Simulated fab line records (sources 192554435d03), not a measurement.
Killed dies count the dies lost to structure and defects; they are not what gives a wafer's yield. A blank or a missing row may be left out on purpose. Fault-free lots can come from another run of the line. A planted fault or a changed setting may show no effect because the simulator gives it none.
A lot that was struck, set against a sound lot -- flow n5 finfet -- 42 steps out of a route of 1938
Sound: wafers L579.1, L579.2, L579.3. Wafers L569.1, L569.2, L569.4 were the ones struck. The cause is named last.
For every step that has rows: the tool of each side, followed by ch and its chambers, followed by its first start. Under that, the readings that differ: sound wafers -- struck wafers -- difference of the means -- sigmas: that difference in standard deviations of wafers without a fault.
alike: readings with means less than 2 such deviations apart, plus words and numbers identical on both sides. not compared: withheld readings, readings lacking a value on some wafer, bounds such as >300 that could conceal the same value, and numbers that have no deviation in the record and whose values overlap.
The two part at a step that has a row with sigmas, a row that says differs or no value, or rows on one side only. When numbers do not overlap yet have no deviation, they are printed without sigmas and do not part them. Lack of a reading on every wafer of one side parts them only where that side has two or more wafers.

first, 12 steps without rows for these wafers: N5_BEOL_M1_ETCH_77 (etches underlayer in N2/H2, target depth 6.5 nm, time 5.2 s); N5_BEOL_M1_ETCH_69 (etches SiARC in CF4, target depth 15.6 nm, time 26 s); N5_BEOL_M1_ALD_98 (deposits SiO2, target thk 2.5 nm, pulse time 1 s, co reactant pulse time 1 s); N5_BEOL_M1_ETCHBACK_99 (etches SiO2 in CHF3, target depth 5 nm, time 10.4 s); N5_BEOL_M1_ETCH_70 (etches SOC in N2/H2, target depth 80 nm, overetch 16 nm, time 120 s); N5_BEOL_M1_STRIP_71 (strips in N2/H2); N5_BEOL_M1_STRIP_78 (strips in N2/H2); N5_BEOL_M1_VIA_ETCH_34 (etches the open film in C4F6/O2, target depth 67.8 nm, time 64.4 s); N5_BEOL_M1_STRIP_83 (strips in C4F6/O2); N5_BEOL_M1_STRIP_36 (strips in N2/H2); N5_BEOL_M1_TRENCH_ETCH_37 (etches SiOC in C4F6/O2, target depth 55.207 nm, time 29 s); N5_BEOL_M1_ETCH_41 (etches SiCN in CH3F/O2, target depth 31.9 nm, time 57.8 s).
N5_BEOL_M1_STRIP_97: strips in N2/H2, time 10 s.
  sound on rie diel-03 ch 0,1,2, day 11 19:20; struck on rie diel-04 ch 0,2,3, day 9 14:46
  no value came back on the struck wafers for any of 9 readings (bias power w (W), chamber pressure mTorr (mTorr) and others); on the sound wafers bias power w (W) reads 6.989 7.014 7.011
then, 27 steps without rows for these wafers: N5_BEOL_M1_HM_STRIP_39 (strips TiN in peroxide tin strip, target depth 25 nm, time 158 s); N5_BEOL_M1_SRD_40 (time 30 s); N5_BEOL_M1_PRECLEAN_42 (cleans in residue remover, time 60 s); N5_BEOL_M1_SRD_43 (time 30 s); N5_BEOL_M1_DEGAS_44 (time 60 s); N5_BEOL_M1_PRE_CLEAN_45 (time 30 s); N5_BEOL_M1_ALD_84 (deposits TaN, pulse time 2 s, purge time 3 s, co reactant purge time 2 s); N5_BEOL_M1_SURFACE_TREAT_85; N5_BEOL_M1_CVD_47 (deposits Co from CCTBA/H2, target thk 3 nm, time 223.8 s); N5_BEOL_M1_SPUTTER_48 (material Cu, target thk 4.5 nm, time 8.29 s); N5_BEOL_M1_ANNEAL_49 (time 240 s); N5_BEOL_M1_SPUTTER_79 (material Cu, target thk 4.5 nm, time 8.29 s); N5_BEOL_M1_ANNEAL_80 (time 240 s); N5_BEOL_M1_SPUTTER_81 (material Cu, target thk 4.5 nm, time 8.29 s); N5_BEOL_M1_ANNEAL_82 (time 240 s); N5_BEOL_M1_SPUTTER_86 (material Cu, target thk 4.5 nm, time 8.29 s); N5_BEOL_M1_ANNEAL_87 (time 240 s); N5_BEOL_M1_SPUTTER_88 (material Cu, target thk 4.5 nm, time 8.29 s); N5_BEOL_M1_ANNEAL_89 (time 240 s); N5_BEOL_M1_SPUTTER_90 (material Cu, target thk 4.5 nm, time 8.29 s); N5_BEOL_M1_ANNEAL_91 (time 240 s); N5_BEOL_M1_SPUTTER_92 (material Cu, target thk 4.5 nm, time 8.29 s); N5_BEOL_M1_ANNEAL_93 (time 240 s); N5_BEOL_M1_SPUTTER_94 (material Cu, target thk 4.5 nm, time 8.29 s); N5_BEOL_M1_ANNEAL_95 (time 240 s); N5_BEOL_M1_SPUTTER_96 (material Cu, target thk 4.5 nm, time 8.29 s); N5_BEOL_M1_ECD_50 (material Cu, target thk 300 nm).
-- here the record skips 2 days between the struck wafers' starts before and after, leaving off in module BEOL_M1 and picking up in module BEOL_M4 (first step shown: number 1111 of the route) --
N5_BEOL_M4_RC_MEAS_101:
  sound on prober-01 ch 0, day 13 21:26; struck on prober-01 ch 0, day 11 19:07
  alike: DIBL_N, DIBL_P, IOFF_N, IOFF_P, ION_N, ION_P, SS_N, SS_P, VT_N, VT_P
-- record jumps: 4 days separate the struck wafers' starts on either side; left off in module BEOL_M4, taken up again in module PASSIVATION, whose first shown step is the route's number 1936 --
N5_PASSIVATION_PROBE_49:
  sound: prober-01 at day 18 13:15; struck: prober-02 at day 16 04:52
reading,sound,struck,difference,sigmas
defect limited yield (%),90.4 92.8 91.9,87.5 85.7 84.8,-5.7,-4
killed_at_M0_to_M3,53 27 30,97 103 106,+65,+7
killed dies,113 85 95,148 169 179,+68,+4
killed open,80 58 71,108 130 125,+51,+4
sort_bin_5_function (%),4.6 4.6 5.1,8.1 8.5 8.2,+3.5,+4
sort_bin_6_memory (%),4.8 2.4 2.8,4.1 5.6 6.3,+2.0,+3
sort n pass,1067 1095 1085,1032 1011 1001,-68,-4
sort yield pct (%),90.4 92.8 91.9,87.5 85.7 84.8,-5.7,-4
  alike: killed_at_M4_up, killed at contacts, killed at front end, killed at other, killed short

WHERE THEY PART
At N5_BEOL_M1_STRIP_97 first; at N5_PASSIVATION_PROBE_49 last (within this record only).

WHY: whatever the simulator had introduced
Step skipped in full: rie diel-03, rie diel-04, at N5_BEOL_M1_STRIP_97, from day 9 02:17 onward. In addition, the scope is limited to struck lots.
